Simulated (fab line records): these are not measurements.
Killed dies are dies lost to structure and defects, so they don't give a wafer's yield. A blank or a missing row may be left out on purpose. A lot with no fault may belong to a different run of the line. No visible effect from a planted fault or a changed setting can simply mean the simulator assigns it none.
Struck lot and sound lot, side by side ; flow nand harc ; 15 steps out of a route of 1159
Sound: wafers L995.2, L995.3, L995.6. Struck: wafer L103.1; the same lot's L103.3 was not struck, so it is left out; see the end for the cause.
Order at every step that has rows: each side's tool, ch and its chambers, its first start. Under that, the readings that differ: sound wafers ; struck wafers ; difference of the means ; sigmas: that difference in standard deviations of wafers without a fault.
alike: readings whose means differ by less than 2 such deviations, and words and numbers that are the same on both sides. not compared: withheld readings, readings that some wafer has no value for, bounds like >300 that may hide the same value, and numbers for which the record gives no deviation and whose values overlap.
The two part at a step that has a row with sigmas, a row that says differs or no value, or rows on one side only. Non-overlapping numbers with no deviation appear without sigmas and do not part them. Lack of a reading on every wafer of one side parts them only where that side has two or more wafers.

NHARC_A_CHANNEL_HOLE_D1_CD_MEAS_30:
  sound on cd sem-01 at day 9 09:44; struck on cd sem-02 at day 11 17:26
  alike: cd nm
NHARC_A_CHANNEL_HOLE_D1_XSEM_31:
  sound on xsem-02 ch 0, day 9 09:49; struck on xsem-02 ch 0, day 11 17:32
  alike: bot cd nm, bow nm, tilt deg
NHARC_A_CHANNEL_HOLE_D1_INSPECT_40:
  sound on defect inspect-02 at day 9 09:55; struck on defect inspect-02 at day 11 17:38
  alike: raw defect count
then, 2 steps without rows for these wafers: NHARC_A_CHANNEL_FILL_D1_PRECLEAN_00 (cleans in SC1); NHARC_A_CHANNEL_FILL_D1_SRD_01.
NHARC_A_CHANNEL_FILL_D1_ALD_02: deposits SiO2, target thk 6 nm, pulse time 10 s, ald cycles 60.
  sound on ald hk-01 ch 0,3, day 9 10:08; struck on ald hk-01 ch 0, day 11 17:50
  alike: heater power w, precursor pulse height rel
then, 1 step without rows for these wafers: NHARC_A_CHANNEL_FILL_D1_ALD_03 (deposits SiNx, target thk 6 nm, pulse time 60 s, ald cycles 58).
NHARC_A_CHANNEL_FILL_D1_ALD_14: deposits SiO2, target thk 2.5 nm, pulse time 10 s, ald cycles 25.
  sound on ald hk-04 ch 0,2, day 9 17:07; struck on ald hk-03 ch 1, day 12 00:54
  alike: heater power w, precursor pulse height rel
NHARC_A_CHANNEL_FILL_D1_ALD_15: deposits SiNx, target thk 2 nm, pulse time 60 s, ald cycles 19.
  sound on ald sin batch-03 ch 0; struck on ald sin batch-01 ch 0, day 12 04:11
  alike: precursor pulse height rel
NHARC_A_CHANNEL_FILL_D1_ALD_16: deposits SiO2, target thk 1.5 nm, pulse time 10 s, ald cycles 15.
  sound on ald hk-03 ch 0,2,3, day 9 22:17; struck on ald hk-04 ch 0, day 12 06:16
  alike: heater power w, precursor pulse height rel
then, 2 steps without rows for these wafers: NHARC_A_CHANNEL_FILL_D1_ANNEAL_17 (time 1800 s); NHARC_A_CHANNEL_FILL_D1_CVD_18 (deposits poly-Si, target thk 3 nm).
NHARC_A_CHANNEL_FILL_D1_ETCHBACK_19: etches the open film in HBr/Cl2, target depth 5 nm, time 1.7 s.
  sound on rie si-02 ch 0,1,3, day 10 09:55; struck on rie si-02 ch 2, day 12 17:57
reading;sound;struck;difference;sigmas
oes product au (a.u.);0.993 1.002 1.001;1.323;+0.324;+43
  alike: drypump motor current A, he backside leak sccm, throttle valve pct
  not compared: rf hours counter h
then, 2 steps without rows for these wafers: NHARC_A_CHANNEL_FILL_D1_ETCHBACK_20 (etches the open film in C4F8/O2/Ar, target depth 27 nm, time 13.5 s); NHARC_END_SORT_01.

== WHERE THEY PART ==
Only at NHARC_A_CHANNEL_FILL_D1_ETCHBACK_19, as far as this record shows.

WHY: what had been put in by the simulator
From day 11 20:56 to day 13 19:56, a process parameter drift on rie si-02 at NHARC_A_CHANNEL_FILL_D1_ETCHBACK_19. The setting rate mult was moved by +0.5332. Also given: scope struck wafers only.
